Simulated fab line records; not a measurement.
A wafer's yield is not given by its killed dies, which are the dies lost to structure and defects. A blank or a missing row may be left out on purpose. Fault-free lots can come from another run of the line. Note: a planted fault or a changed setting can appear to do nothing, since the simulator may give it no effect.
A lot that was struck, set against a sound lot    flow nand_harc    21 steps out of a route of 1159
Sound: the wafers L247.4, L247.5, L247.6. Struck: wafer L264.2 (L264.1, L264.6, from the same lot, were not struck and are left out); the cause is given at the end.
Per side, at each step with rows, come the tool, then ch with its chambers, and then its first start. Under that, the readings that differ: sound wafers    struck wafers    difference of the means    sigmas: that difference in standard deviations of wafers without a fault.
alike: same words and numbers on both sides, and readings whose means sit less than 2 such deviations apart. not compared: any withheld reading, any reading some wafer has no value for, any bound like >300 that may hide the same value, and any number with overlapping values for which the record gives no deviation.
Wherever a step has rows on one side only, a row that says differs or no value, or a row with sigmas, the two part there. When numbers do not overlap yet have no deviation, they are printed without sigmas and do not part them. A reading that every wafer of one side lacks parts them only if that side has two wafers or more.

NHARC_P_CONTACT_CMP_24: polishes, t overpolish 30 s, target thk 200 nm.
  sound on cmp-01 ch 0,1, day 6 08:03; struck on cmp-01 ch 1, day 10 17:30
reading             sound              struck  difference  sigmas
slurry_flow_ml_min  149.5 149.3 149.4  151.1   +1.7        +3
  alike: motor_current_A, overpolish_run_s, time_to_endpoint_s
following that, these wafers have no rows for 1 step: NHARC_P_CONTACT_SRD_26.
NHARC_P_CONTACT_INSPECT_27:
  sound: defect_inspect-01 at day 6 08:26; struck: defect_inspect-02 at day 10 17:54
  alike: raw_defect_count
then, 8 steps without rows for these wafers: NHARC_P_M0_DEP_00 (deposits SiOC, target thk 150 nm); NHARC_P_M0_DEHYDRATE_01 (time 120 s); NHARC_P_M0_HMDS_02 (time 30 s); NHARC_P_M0_COAT_33 (time 65 s); NHARC_P_M0_COAT_03 (resist thk 90 nm); NHARC_P_M0_SOFTBAKE_04 (time 55 s); NHARC_P_M0_EBR_05; NHARC_P_M0_EXPOSE_06 (exposes mask P M0, target cd 90 nm).
NHARC_P_M0_PEB_07: peb time 65 s.
  sound on litho_track-06 ch 0, day 6 09:08; struck on litho_track-04 ch 0, day 10 18:43
then, 1 step without rows for these wafers: NHARC_P_M0_DEVELOP_08 (develop time 35 s).
NHARC_P_M0_CD_MEAS_09 targets a cd of 90 nm.
  sound on cd_sem-03 ch 0, day 6 09:13; struck on cd_sem-03 ch 0, day 10 18:48
reading     sound           struck  difference  sigmas
cd_nm (nm)  89.5 90.6 89.2  93.6    +3.8        +6
NHARC_P_M0_OVL_MEAS_10: pitch 180 nm.
  sound: overlay-01 at day 6 09:18; struck: overlay-01 at day 10 18:53
reading            sound           struck  difference  sigmas
overlay_y_nm (nm)  -0.3 -0.2 -0.3  2.0     +2.3        +2
  alike: overlay_x_nm
NHARC_P_M0_INSPECT_11:
  sound: defect_inspect-02 at day 6 09:20; struck: defect_inspect-02 at day 10 18:55
reading           sound  struck  difference  sigmas
raw_defect_count  2 0 1  5       +4          +2
NHARC_P_M0_DESCUM_14: chemistry O2, time 3 s.
  sound on rie_diel-11 ch 0,1, day 6 09:24; struck on rie_diel-02 ch 3, day 10 18:59
reading                sound              struck  difference  sigmas
rf_vpp_V (V)           57.2 58.2 55.4     59.4    +2.5        +3
model.P_M0.cd_nm (nm)  89.13 90.34 88.96  94.16   +4.68       
  alike: drypump_motor_current_A, oes_product_au, showerhead_plenum_p_Torr, throttle_valve_pct
  not compared: rf_hours_counter_h
NHARC_P_M0_ETCH_34: etches the open film in N2/H2, target depth 40 nm, overetch 12 nm, time 43.94 s.
  sound on rie_diel-11 ch 0,3, day 6 09:29; struck on rie_diel-02 ch 3, day 10 19:05
reading                          sound                 struck  difference  sigmas
showerhead_plenum_p_Torr (Torr)  1.94 1.97 1.94        2.11    +0.16       +2
throttle_valve_pct (%)           14.148 14.161 14.167  14.177  +0.018      +2
  alike: drypump_motor_current_A, oes_product_au, rf_vpp_V
  not compared: rf_hours_counter_h
NHARC_P_M0_ETCH_15: etches the open film in C4F8/Ar, target depth 150 nm, overetch 15 nm, time 82.5 s.
  sound on rie_diel-11 ch 0,1; struck on rie_diel-02 ch 3
reading                sound              struck  difference  sigmas
model.P_M0.cd_nm (nm)  88.99 90.81 88.91  93.9    +4.3        
  alike: oes_product_au, rf_vpp_V
  not compared: rf_hours_counter_h
NHARC_P_M0_CD_MEAS_16:
  sound: cd_sem-01 at day 6 09:42; struck: cd_sem-03 at day 10 19:17
reading     sound           struck  difference  sigmas
cd_nm (nm)  88.8 90.6 88.9  94.0    +4.6        +5
following that, these wafers have no rows for 1 step: NHARC_END_SORT_01.

== WHERE THEY PART ==
Earliest at NHARC_P_CONTACT_CMP_24; latest, in this record, at NHARC_P_M0_CD_MEAS_16.

WHY: what the simulator had put in
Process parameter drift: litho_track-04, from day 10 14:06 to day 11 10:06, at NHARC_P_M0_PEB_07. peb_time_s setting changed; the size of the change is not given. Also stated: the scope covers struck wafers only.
